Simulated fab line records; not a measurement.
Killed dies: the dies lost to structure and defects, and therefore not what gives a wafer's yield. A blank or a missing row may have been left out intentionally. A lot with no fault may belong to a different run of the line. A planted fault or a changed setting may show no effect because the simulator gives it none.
fab line records -- flow nand-harc
record lots=14, wafers=42, last-day=32
route steps=1302 shown A_STAIRCASE@853 THIN_TSV@1273 END@1302
lots that met no fault: from a run of the same line without faults
start-h: hours from the record's first day to the start of the lot's first wafer shown -- wait-h: hours from the lot's prior step to this one -- " as in the row above -- L1.1+2: a single row standing in for several wafers -- - either no value or no given start -- * or withheld: withheld -- < > ~ a bound
route shown NAME@n: NAME is a module with steps in the file, n the number in the route of the first one -- usual: average and standard deviation across the fault-free wafers -- same: alike in all rows -- chamber/n: place in a boat -- sites: readings site by site -- _std_site: standard deviation of those values -- _edge_site: mean of outer sites minus mean of inner sites -- radius-mm: how far each site lies from the wafer's centre -- mask NAME#n: copy n -- behind: tool/chamber where the wafer was last shaped -- hold: what put the lot on hold/how long, in hours/how the hold closed -- device: which transistor (n, p or np) failed to switch -- end of line: tests of these same wafers at the route's end -- a step without rows: its recipe alone -- killed: at the first sort, the dies lost to defects and structure; wafer yield is something else -- map: dies across one wafer; x = killed, . = not, _ = none there
set.NAME: the setting as run; set.NAME@STEP: as run at that earlier step -- model.NAME: the simulator's own value behind a step, which no gauge read
route steps across a sampled set of lots; one table per step, one row per wafer
services: a tool's chamber out of use, with start hour (start-h, from the record's first day; less than 0 if before it), hours out, and reason
## steps
# step NHARC_A_STAIRCASE_DEP_322
# recipe target-thk-a=72000, temp-c=400, target-thk-nm=7200, teos-flow-sccm=200, rf-w=500, material=SiO2
# usual heater-power-w=687/93
lot.wafer,tool,chamber,start-h,wait-h,heater-power-w
L907.1,pecvd-04,2,408.43,0.2,711
L907.2,pecvd-04,0,408.43,0.2,820
L907.6,pecvd-04,0,408.43,0.2,778
L908.1,pecvd-03,0,433.19,0.1,811
L908.4,pecvd-03,1,433.19,0.1,596
L908.5,pecvd-03,2,433.19,0.1,677
L910.2,pecvd-04,0,433.29,0.2,910
L910.4,pecvd-04,0,433.29,0.2,757
L910.5,pecvd-04,1,433.29,0.2,548
L909.1,pecvd-02,2,433.43,0.3,691
L909.4,pecvd-02,2,433.43,0.3,643
L909.5,pecvd-02,1,433.43,0.3,654
L924.2,pecvd-04,2,567.95,0.1,723
L924.3,pecvd-04,0,567.95,0.1,841
L924.4,pecvd-04,0,567.95,0.1,813
L922.2,pecvd-03,0,568.12,0.3,643
L922.5,pecvd-03,2,568.12,0.3,672
L922.4,pecvd-03,0,568.12,0.3,613
L923.2,pecvd-02,0,568.14,0.3,640
L923.5,pecvd-02,2,568.14,0.3,668
L923.4,pecvd-02,0,568.14,0.3,542
L921.2,pecvd-03,1,568.50,0.6,643
L921.6,pecvd-03,1,568.50,0.6,587
L921.5,pecvd-03,0,568.50,0.6,620
L925.2,pecvd-04,2,592.54,0.3,712
L925.4,pecvd-04,1,592.54,0.3,606
L925.6,pecvd-04,2,592.54,0.3,618
L926.1,pecvd-04,0,593.02,0.7,1012
L926.2,pecvd-04,1,593.02,0.7,617
L926.5,pecvd-04,1,593.02,0.7,589
L928.2,pecvd-04,1,613.00,0.1,741
L928.1,pecvd-04,0,613.00,0.1,817
L928.6,pecvd-04,2,613.00,0.1,620
L927.2,pecvd-02,1,613.20,0.3,754
L927.1,pecvd-02,2,613.20,0.3,727
L927.3,pecvd-02,0,613.20,0.3,704
L930.3,pecvd-04,1,622.32,0.1,626
L930.1,pecvd-04,0,622.32,0.1,855
L930.5,pecvd-04,0,622.32,0.1,826
L929.1,pecvd-02,2,622.51,0.3,747
L929.4,pecvd-02,0,622.51,0.3,591
L929.6,pecvd-02,1,622.51,0.3,630
# step NHARC_THIN_TSV_PVD_51
# recipe target-thk-a=1000, chamber-pressure-pa=5, material=Cu
# usual throttle-valve-pct=30.5/0.94
lot.wafer,tool,chamber,start-h,wait-h,throttle-valve-pct
L907.2,pvd-sputter-03,-,-,-,30.4
L907.1,pvd-sputter-03,-,-,-,30.1
L907.6,pvd-sputter-03,-,-,-,30.9
L909.1,pvd-sputter-01,-,-,-,30.6
L909.4,pvd-sputter-01,-,-,-,28.6
L909.5,pvd-sputter-01,-,-,-,30.9
L908.1,pvd-sputter-03,-,-,-,31.8
L908.4,pvd-sputter-03,-,-,-,31.3
L908.5,pvd-sputter-03,-,-,-,30.8
L910.4,pvd-sputter-01,-,-,-,31.2
L910.2,pvd-sputter-01,-,-,-,29.0
L910.5,pvd-sputter-01,-,-,-,30.9
L923.4,pvd-sputter-03,-,-,-,31.6
L923.2,pvd-sputter-03,-,-,-,30.0
L923.5,pvd-sputter-03,-,-,-,30.0
L924.2,pvd-sputter-02,-,-,-,29.3
L924.4,pvd-sputter-02,-,-,-,30.7
L924.3,pvd-sputter-02,-,-,-,30.2
L922.5,pvd-sputter-02,-,-,-,30.1
L921.2,pvd-sputter-02,-,-,-,32.1
L921.6,pvd-sputter-02,-,-,-,32.1
L926.2,pvd-sputter-01,-,-,-,30.3
L926.1,pvd-sputter-01,-,-,-,31.3
L926.5,pvd-sputter-01,-,-,-,30.4
L925.2,pvd-sputter-02,-,-,-,30.5
L925.4,pvd-sputter-02,-,-,-,30.5
L925.6,pvd-sputter-02,-,-,-,30.3
L928.1,pvd-sputter-01,-,-,-,31.2
L928.2,pvd-sputter-01,-,-,-,29.8
L928.6,pvd-sputter-01,-,-,-,30.5
L927.1,pvd-sputter-02,-,-,-,30.1
L927.3,pvd-sputter-02,-,-,-,31.7
L927.2,pvd-sputter-02,-,-,-,30.5
L930.1,pvd-sputter-03,-,-,-,31.6
L930.3,pvd-sputter-03,-,-,-,30.6
L930.5,pvd-sputter-03,-,-,-,31.3
L929.1,pvd-sputter-02,-,-,-,30.3
L929.4,pvd-sputter-02,-,-,-,31.6
L929.6,pvd-sputter-02,-,-,-,30.1
# step NHARC_THIN_TSV_CMP_21
# recipe t-overpolish-s=30, target-thk-nm=2000
# usual motor-current-A=11.8/1.2, overpolish-run-s=30.000/0.0086
lot.wafer,tool,chamber,start-h,wait-h,motor-current-A,overpolish-run-s
L907.2,cmp-02,1,553.14,-,11.8,29.991
L907.1,cmp-02,2,553.14,-,13.3,29.997
L907.6,cmp-02,1,553.14,-,12.2,30.010
L909.4,cmp-02,0,568.90,-,11.1,29.995
L909.1,cmp-02,1,568.90,-,11.5,30.001
L909.5,cmp-02,3,568.90,-,9.9,29.996
L908.4,cmp-04,3,573.73,-,10.9,30.008
L908.1,cmp-04,1,573.73,-,11.6,30.012
L908.5,cmp-04,2,573.73,-,14.5,30.018
L910.4,cmp-01,2,575.52,-,11.6,30.009
L910.2,cmp-01,0,575.52,-,11.2,29.990
L910.5,cmp-01,2,575.52,-,12.0,29.986
L923.2,cmp-04,3,704.14,-,11.1,29.987
L923.4,cmp-04,0,704.14,-,12.5,30.004
L923.5,cmp-04,3,704.14,-,11.5,29.995
L924.2,cmp-04,2,705.20,-,14.4,29.990
L924.3,cmp-04,0,705.20,-,11.9,30.001
L924.4,cmp-04,1,705.20,-,11.6,30.012
L922.5,cmp-02,0,713.95,-,10.9,30.011
L921.2,cmp-04,0,714.97,-,12.4,29.989
L921.6,cmp-04,1,714.97,-,11.8,30.016
L926.1,cmp-01,0,728.91,-,10.5,30.013
L926.2,cmp-01,3,728.91,-,11.4,30.000
L926.5,cmp-01,1,728.91,-,10.1,30.000
L925.4,cmp-04,0,730.06,-,12.0,30.002
L925.2,cmp-04,1,730.06,-,11.9,30.003
L925.6,cmp-04,0,730.06,-,12.4,30.000
L928.1,cmp-04,0,750.90,-,12.5,29.999
L928.2,cmp-04,1,750.90,-,11.7,29.996
L928.6,cmp-04,3,750.90,-,10.6,29.987
L927.3,cmp-02,1,752.07,-,11.7,30.005
L927.2,cmp-02,2,752.07,-,12.7,30.011
L927.1,cmp-02,3,752.07,-,9.9,30.007
L930.1,cmp-02,1,760.73,-,11.0,29.994
L930.3,cmp-02,0,760.73,-,11.1,30.003
L930.5,cmp-02,1,760.73,-,11.9,29.995
L929.4,cmp-01,0,762.04,-,11.2,30.008
L929.1,cmp-01,1,762.04,-,10.5,30.004
L929.6,cmp-01,0,762.04,-,11.2,30.005
# step NHARC_THIN_TSV_ETCH_36
# recipe target-depth-a=650, over-etch-frac=0.3, time-s=18.571, ion-energy-ev=150, chemistry=Cl2/BCl3
# usual drypump-motor-current-A=5.7/0.59, oes-product-au=0.995/0.011
lot.wafer,tool,chamber,start-h,wait-h,drypump-motor-current-A,oes-product-au,rf-hours-counter-h
L907.2,rie-metal-01,0,555.28,0.2,5.6,0.999,2.9
L907.1,rie-metal-01,1,555.28,0.2,6.0,1.003,2.9
L907.6,rie-metal-01,0,555.28,0.2,5.6,1.000,-
L909.1,rie-metal-03,1,571.03,0.2,6.3,0.991,0.7
L909.4,rie-metal-03,1,571.03,0.2,6.3,1.000,-
L909.5,rie-metal-03,0,571.03,0.2,4.8,1.005,-
L908.1,rie-metal-02,0,575.73,0.2,6.0,0.996,2.4
L908.4,rie-metal-02,0,575.73,0.2,6.0,0.988,-
L908.5,rie-metal-02,1,575.73,0.2,5.9,0.983,-
L910.2,rie-metal-02,1,577.52,0.2,5.9,0.988,2.6
L910.4,rie-metal-02,1,577.52,0.2,5.9,0.975,-
L910.5,rie-metal-02,0,577.52,0.2,6.0,0.989,-
L923.2,rie-metal-01,0,706.49,0.3,5.6,1.000,-
L923.4,rie-metal-01,0,706.49,0.3,5.6,1.000,-
L923.5,rie-metal-01,0,706.49,0.3,5.6,1.007,-
L924.2,rie-metal-03,0,707.35,0.2,4.8,1.002,0.2
L924.4,rie-metal-03,1,707.35,0.2,6.3,1.001,-
L924.3,rie-metal-03,0,707.35,0.2,4.8,0.992,-
L922.5,rie-metal-01,0,716.21,0.2,5.6,0.978,-
L921.2,rie-metal-03,0,717.11,0.2,4.8,1.008,0.4
L921.6,rie-metal-03,0,717.11,0.2,4.8,0.999,-
L926.1,rie-metal-01,0,731.26,0.4,5.6,0.985,3.7
L926.2,rie-metal-01,0,731.26,0.4,5.6,0.976,-
L926.5,rie-metal-01,0,731.26,0.4,5.6,0.991,-
L925.2,rie-metal-03,1,732.06,0.2,6.3,1.000,0.8
L925.4,rie-metal-03,0,732.06,0.2,4.8,1.015,-
L925.6,rie-metal-03,0,732.06,0.2,4.8,1.003,-
L928.2,rie-metal-03,1,753.05,0.2,6.3,0.993,1.1
L928.1,rie-metal-03,0,753.05,0.2,4.8,0.999,1.1
L928.6,rie-metal-03,0,753.05,0.2,4.8,1.003,-
L927.2,rie-metal-02,0,754.18,0.2,6.0,0.977,1.4
L927.1,rie-metal-02,1,754.18,0.2,5.9,0.993,1.4
L927.3,rie-metal-02,1,754.18,0.2,5.9,1.004,-
L930.1,rie-metal-02,0,762.90,0.2,5.9,0.992,1.6
L930.3,rie-metal-02,0,762.90,0.2,6.0,0.997,-
L930.5,rie-metal-02,1,762.90,0.2,5.9,0.989,-
L929.1,rie-metal-01,1,764.14,0.3,6.0,1.001,0.2
L929.4,rie-metal-01,0,764.14,0.3,5.6,0.986,-
L929.6,rie-metal-01,1,764.14,0.3,6.0,0.991,-
# step NHARC_END_SORT_01
# recipe temp-c=25
# usual killed-at-array=56/19, killed-at-other=0.6/1, killed-at-periphery=3.9/2.7, killed-dies=61/19, killed-open=3.3/1.9, killed-short=2.4/1.7
# same gross-dies=677
lot.wafer,tool,chamber,start-h,wait-h,killed-at-array,killed-at-other,killed-at-periphery,killed-dies,killed-open,killed-short
L922.2,prober-02,0,725.60,2.8,666,2,9,677,4,3
L922.4,prober-02,0,727.20,3.4,672,2,3,677,7,2
L922.5,prober-02,0,728.00,3.7,72,0,2,74,4,6
L921.2,prober-01,0,725.78,2.8,49,2,3,54,1,1
L921.5,prober-01,0,728.16,3.7,674,1,2,677,3,1
L921.6,prober-01,0,728.95,4.0,80,1,1,82,5,1
# killed by level:class
L922.2 A_STAIRCASE:area-dep=592 A_SLIT:chamber-film-flake=33 A_CHANNEL_HOLE_D2:chamber-film-flake=15 A_CHANNEL_HOLE_D1:chamber-film-flake=8 A_CONTACT:chamber-film-flake=8 A_CHANNEL_FILL_D2:chamber-film-flake=3 A_CHANNEL_FILL_D1:geometric-particle:short=2 P_M1:chamber-film-flake=2
L921.2 A_CHANNEL_HOLE_D1:chamber-film-flake=30 A_SLIT:chamber-film-flake=16 THIN_TSV:chamber-film-flake=2 P_M0:geometric-particle:open=1 A_CHANNEL_HOLE_D1:geometric-particle:short=1 P_ZERO_WELL:chamber-film-flake=1 P_GATE:chamber-film-flake=1 A_STAIRCASE:chamber-film-flake=1
L922.4 A_STAIRCASE:area-dep=600 A_SLIT:chamber-film-flake=37 A_CHANNEL_HOLE_D2:chamber-film-flake=11 A_CHANNEL_HOLE_D1:chamber-film-flake=9 A_CHANNEL_FILL_D1:geometric-particle:open=2 A_CONTACT:chamber-film-flake=2 A_CHANNEL_FILL_D2:chamber-film-flake=2 A_STAIRCASE:chamber-film-flake=2
L922.5 A_SLIT:chamber-film-flake=34 A_CHANNEL_HOLE_D2:chamber-film-flake=15 A_CHANNEL_HOLE_D1:chamber-film-flake=7 A_CONTACT:chamber-film-flake=4 A_DECK1_JOINT:geometric-particle:short=2 A_ONON_D2:geometric-particle:short=2 A_STAIRCASE:chamber-film-flake=2 P_M0:geometric-particle:open=1
L921.5 A_STAIRCASE:area-dep=595 A_CHANNEL_HOLE_D1:chamber-film-flake=38 A_SLIT:chamber-film-flake=27 A_CONTACT:chamber-film-flake=7 A_WL_FILL:chamber-film-flake=2 P_M2:geometric-particle:open=1 A_DECK1_JOINT:geometric-particle:short=1 A_ONON_D2:geometric-particle:open=1
L921.6 A_SLIT:chamber-film-flake=37 A_CHANNEL_HOLE_D1:chamber-film-flake=31 A_STAIRCASE:chamber-film-flake=3 A_ONON_D1:geometric-particle:open=2 A_ONON_D2:geometric-particle:open=2 A_CONTACT:chamber-film-flake=2 A_DECK1_JOINT:geometric-particle:open=1 A_M0:geometric-particle:short=1
## services
tool,chamber,start-h,hours,kind
cmp-02,-,397.66,1.3,repair
rie-metal-01,-,398.00,9.0,pm
pecvd-04,1,400.76,5.7,repair
cmp-04,-,405.78,4.0,pm
cmp-02,-,409.28,2.4,repair
cmp-02,-,412.04,1.7,repair
cmp-04,-,423.95,0.7,repair
cmp-02,-,428.50,4.0,pm
pecvd-04,-,450.04,13.0,pm
pvd-sputter-02,-,458.05,7.5,repair
cmp-04,-,481.02,3.4,repair
cmp-02,-,493.41,0.6,repair
cmp-04,-,503.78,4.0,pm
rie-metal-03,-,519.00,9.0,pm
cmp-02,-,526.50,4.0,pm
cmp-04,-,601.78,4.0,pm
rie-metal-03,1,616.77,2.0,repair
pecvd-04,-,631.04,13.0,pm
cmp-04,-,637.45,1.7,repair
pvd-sputter-02,-,643.50,10.0,pm
rie-metal-03,-,646.21,0.4,repair
rie-metal-03,-,696.00,9.0,pm
cmp-04,-,699.85,4.0,pm
cmp-04,-,759.27,1.0,repair
## key
first-sign step=NHARC_END_SORT_01, reading=killed-dies, direction=up, sigmas=33, usual=61, struck=677
effect step=NHARC_END_SORT_01, reading=killed-at-array, direction=up, sigmas=33, usual=56, struck=671
more-kills-born-at NHARC_A_STAIRCASE_DEP_322@pecvd-03=1787
met-at NHARC_A_STAIRCASE_DEP_322
struck-lots L921,L922
struck-wafers L921.5,L922.2,L922.4
later-rows-left-out L921.5,L922.2,L922.4
tester-left-out L921,L922
not-acting-at NHARC_THIN_TSV_PVD_51,NHARC_THIN_TSV_CMP_21,NHARC_THIN_TSV_ETCH_36
onset-between 433.19 568.12
fault kind=process-parameter-drift, tool=pecvd-03, chamber=0, onset-h=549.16, steps=NHARC_A_STAIRCASE_DEP_322, channel=target-thk-nm, offset=-4998, shape=step, end-h=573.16, acts-in=these-recipes-only, stated=7200
# tester-left-out: of these lots the tester's yield and bins aren't shown, on N5 and GAA mostly nor the transistor test; their killed dies are dies lost to structure and defects alone, not to doping, threshold or leakage, so they don't give the yield
# later-rows-left-out: the simulator's readings of these wafers behind a module that went badly wrong aren't trusted and aren't shown, but for the sort
